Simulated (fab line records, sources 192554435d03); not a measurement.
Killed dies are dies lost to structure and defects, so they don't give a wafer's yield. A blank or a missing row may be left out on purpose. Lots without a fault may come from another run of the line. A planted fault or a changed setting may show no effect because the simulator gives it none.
Chamber matching | flow n5_finfet | N5_BEOL_M10_ILD_DEP_00 on pecvd-04: 3 sister chambers
The step deposits SiCOH lowk from DEMS/porogen, target thk 308.51 nm, time 58 s. 20 wafers are shown with their chamber, then 10 later ones without.

WAFERS WITH THEIR CHAMBER
wafer  | chamber | throttle_valve_pct (%) | heater_power_w (W) | showerhead_plenum_p_Torr (Torr)
L074.1 | 1       | 13.5                   | 256                | 5.743
L074.3 | 0       | 14.4                   | 297                | 5.722
L074.5 | 1       | 13.2                   | 261                | 5.742
L075.2 | 1       | 13.7                   | 268                | 5.739
L075.4 | 1       | 13.3                   | 209                | 5.742
L075.5 | 0       | 14.4                   | 295                | 5.716
L080.3 | 0       | 14.3                   | 313                | 5.718
L080.4 | 1       | 13.2                   | 258                | 5.755
L080.5 | 2       | 14.0                   | 211                | 5.730
L083.2 | 2       | 14.0                   | 235                | 5.719
L083.3 | 1       | 13.2                   | 246                | 5.745
L083.4 | 2       | 13.9                   | 250                | 5.727
L084.4 | 2       | 14.2                   | 251                | 5.750
L084.5 | 0       | 14.3                   | 293                | 5.723
L084.6 | 1       | 13.6                   | 255                | 5.757
L087.2 | 0       | 14.2                   | 291                | 5.734
L087.4 | 2       | 14.1                   | 259                | 5.737
L087.6 | 1       | 13.2                   | 262                | 5.755
L091.1 | 2       | 14.2                   | 257                | 5.744
L091.2 | 0       | 14.3                   | 311                | 5.722

SIGNATURES (means of the wafers above)
reading                  | chamber 0 | chamber 1 | chamber 2 | scatter within a chamber
throttle_valve_pct       | 14.317    | 13.362    | 14.067    | 0.153
heater_power_w           | 300.00    | 251.88    | 243.83    | 16.2
showerhead_plenum_p_Torr | 5.72250   | 5.74725   | 5.73450   | 0.00844
Rule: a wafer's distance from a chamber is the root of the sum, over the readings, of the square of ((its reading less the chamber's mean) divided by the reading's scatter). The wafer belongs to the nearest chamber; if the next one is less than 2 further off, it can't be placed. The scatter: the root of (the sum of the squares of (reading less its chamber's mean) over the shown wafers, divided by (wafers less chambers)).

WAFERS WITHOUT THEIR CHAMBER
wafer  | throttle_valve_pct (%) | heater_power_w (W) | showerhead_plenum_p_Torr (Torr)
L091.3 | 13.4                   | 271                | 5.751
L092.1 | 14.3                   | 301                | 5.706
L092.2 | 14.1                   | 245                | 5.729
L092.5 | 14.2                   | 301                | 5.714
L094.1 | 14.1                   | 245                | 5.725
L094.5 | 13.3                   | 225                | 5.759
L094.6 | 14.3                   | 253                | 5.720
L089.1 | 13.3                   | 278                | 5.750
L089.2 | 14.1                   | 265                | 5.737
L089.3 | 14.2                   | 253                | 5.728

WHICH CHAMBER EACH WENT THROUGH
wafer  | from the rows above     | in truth
L091.3 | 1                       | 1
L092.1 | 0                       | 0
L092.2 | 2                       | 2
L092.5 | 0                       | 0
L094.1 | 2                       | 2
L094.5 | 1                       | 1
L094.6 | can't be placed: 2 or 0 | 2
L089.1 | 1                       | 1
L089.2 | can't be placed: 2 or 0 | 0
L089.3 | can't be placed: 2 or 0 | 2
Placed correctly: 7 of 10. Can't be placed from these rows: 3 (the true chamber is among the candidates in 3). Placed wrongly: 0.
